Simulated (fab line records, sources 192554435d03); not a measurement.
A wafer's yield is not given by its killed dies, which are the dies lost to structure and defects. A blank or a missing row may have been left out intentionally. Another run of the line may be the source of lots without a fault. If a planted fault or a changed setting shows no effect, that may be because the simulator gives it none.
Matching of chambers	flow n5Finfet	aldSin-02 running N5_SPACER0_ALD_00: 4 sister chambers
The step deposits SiOCN, target thk 3.5 nm, pulse time 3 s, purge time 2 s. 4 wafers are shown with their chamber, then 10 later ones without.

## WAFERS, EACH WITH ITS CHAMBER
wafer	chamber	heaterPowerW (W)
L078.4	1	828
L080.5	0	899
L089.1	2	859
L089.2	3	930

## WAFERS WHOSE CHAMBER IS MISSING
wafer	heaterPowerW (W)
L089.4	820
L090.1	873
L090.2	943
L090.3	820
L094.1	881
L094.2	826
L094.3	928
L095.1	883
L095.2	813
L095.3	943

## WHICH CHAMBER EACH WENT THROUGH
wafer	from the rows above	in truth
L089.4	1	1
L090.1	can't be placed: 2 or 0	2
L090.2	3	3
L090.3	1	1
L094.1	can't be placed: 0 or 2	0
L094.2	1	1
L094.3	3	3
L095.1	can't be placed: 0 or 2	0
L095.2	1	1
L095.3	3	3
Correctly placed: 7 of 10. These rows do not allow placing 3 (true chamber among the candidates in 3). 0 placed wrongly.
How it was worked out, from the rows above alone: a wafer's distance from a chamber is the root of the sum, over the readings, of the square of ((its reading less the chamber's mean) divided by the reading's scatter). The wafer belongs to the nearest chamber; if the next one is less than 2 further off, it can't be placed. A chamber's mean is the mean of its shown wafers. The scatter (one wafer shown for each chamber): square how far every hidden wafer sits from the nearest shown wafer, average those squares and take the square root.
